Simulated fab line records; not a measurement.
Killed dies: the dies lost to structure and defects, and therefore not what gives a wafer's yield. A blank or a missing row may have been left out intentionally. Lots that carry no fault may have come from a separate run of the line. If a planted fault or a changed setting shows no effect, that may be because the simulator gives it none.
A struck lot beside a sound one :: flow n5-finfet :: 14 out of 1938 route steps
Sound: the wafers L705.2, L705.3, L705.5. Wafers L713.2, L713.5, L713.6 were the ones struck. At the end, the cause is stated.
For every step that has rows: the tool of each side, followed by ch and its chambers, followed by its first start. Under that, the readings that differ: sound wafers :: struck wafers :: difference of the means :: sigmas: that difference in standard deviations of wafers without a fault.
alike: words and numbers the same on both sides, and readings whose means are apart by under 2 such deviations; not compared: readings that were withheld, readings missing a value for some wafer, numbers with overlapping values and no deviation given by the record, and bounds like >300 which may hide the same value.
Wherever a step has rows on one side only, a row that says differs or no value, or a row with sigmas, the two part there. Numbers that have no deviation but don't overlap get no sigmas and don't part them. Lack of a reading on every wafer of one side parts them only where that side has two or more wafers.

N5_DUMMY_GATE_ETCH_23: etches poly-Si in HBr/Cl2/O2, target depth 41 nm, time 22.3 s.
  sound on rie-si-02 ch 0,1, day 3 11:21; struck on rie-si-04 ch 0,2, day 5 01:28
reading: drypump-motor-current-A (A)
sound: 6.5 5.8 6.5
struck: 5.5 5.4 5.5
difference: -0.8
sigmas: -2
  alike: HBr_flow_sccm, oes-product-au, throttle-valve-pct
  not compared: rf-hours-counter-h
N5_DUMMY_GATE_ETCH_44: etches poly-Si in HBr/O2, stops on SiO2, target depth 127.5 nm.
  sound on rie-si-02 ch 0,1, day 3 11:24; struck on rie-si-04 ch 0,2, day 5 01:32
reading: drypump-motor-current-A (A)
sound: 6.6 5.8 6.5
struck: 5.5 5.4 5.5
difference: -0.8
sigmas: -2
  alike: HBr_flow_sccm, oes-product-au, throttle-valve-pct
  not compared: rf-hours-counter-h
N5_DUMMY_GATE_CD_MEAS_24: the cd target is 15 nm.
  sound on cd-sem-03 at day 3 11:31; struck on cd-sem-02 at day 5 01:38
  alike: cd-nm
N5_DUMMY_GATE_ETCH_42: etches SiO2 in CHF3/O2, target depth 3.5 nm, time 31 s.
  sound on rie-diel-04 ch 2,3, day 3 11:34; struck on rie-diel-06 ch 0,2,3, day 5 01:41
  alike: drypump-motor-current-A, mfc-ar-sccm, oes-product-au, rf-vpp-V, showerhead-plenum-p-Torr, throttle-valve-pct
  not compared: rf-hours-counter-h
N5_DUMMY_GATE_STRIP_48: strips in N2/H2, time 20 s.
  sound on rie-diel-04 ch 2,3, day 3 11:37; struck on rie-diel-06 ch 0,2,3, day 5 01:44
  alike: drypump-motor-current-A, oes-product-au, rf-vpp-V, showerhead-plenum-p-Torr, throttle-valve-pct
  not compared: rf-hours-counter-h
then, 5 steps without rows for these wafers: N5_DUMMY_GATE_PRECLEAN_33 (cleans in dHF, time 10 s); N5_DUMMY_GATE_PRECLEAN_25 (cleans in O3/DIW, time 45 s); N5_DUMMY_GATE_PRECLEAN_51 (cleans in SC2, time 45 s); N5_DUMMY_GATE_SRD_26 (time 30 s); N5_DUMMY_GATE_UV_OZONE_45 (time 120 s).
N5_DUMMY_GATE_INSPECT_27: inspects for defects (brightfield).
  sound on defect-inspect-01 at day 3 11:48; struck on defect-inspect-02 at day 5 01:55
  alike: raw-defect-count
then, 1 step without rows for these wafers: N5_SPACER0_ALD_07 (deposits SiNx, target thk 2 nm).
N5_SPACER0_ALD_00: deposits SiOCN, target thk 3.5 nm, pulse time 3 s, purge time 2 s.
  sound on ald-sin-01 ch 0,1,2, day 3 12:00; struck on ald-sin-03 ch 0,3, day 5 05:23
  alike: heater-power-w, precursor-pulse-height-rel, susceptor-temp-C
N5_SPACER0_ALD_08: deposits SiNx, target thk 2 nm.
  sound on ald-sin-01 ch 0,1,2, day 3 12:16; struck on ald-sin-03 ch 0,3, day 5 05:51
  alike: heater-power-w, susceptor-temp-C

## WHERE THEY PART
At N5_DUMMY_GATE_ETCH_23 first; at N5_DUMMY_GATE_ETCH_44 last (within this record only). Later steps at which nothing parts them and some readings are alike: N5_DUMMY_GATE_CD_MEAS_24, N5_DUMMY_GATE_ETCH_42, N5_DUMMY_GATE_STRIP_48, N5_DUMMY_GATE_INSPECT_27, N5_SPACER0_ALD_00, N5_SPACER0_ALD_08.

WHY: what had been put in by the simulator
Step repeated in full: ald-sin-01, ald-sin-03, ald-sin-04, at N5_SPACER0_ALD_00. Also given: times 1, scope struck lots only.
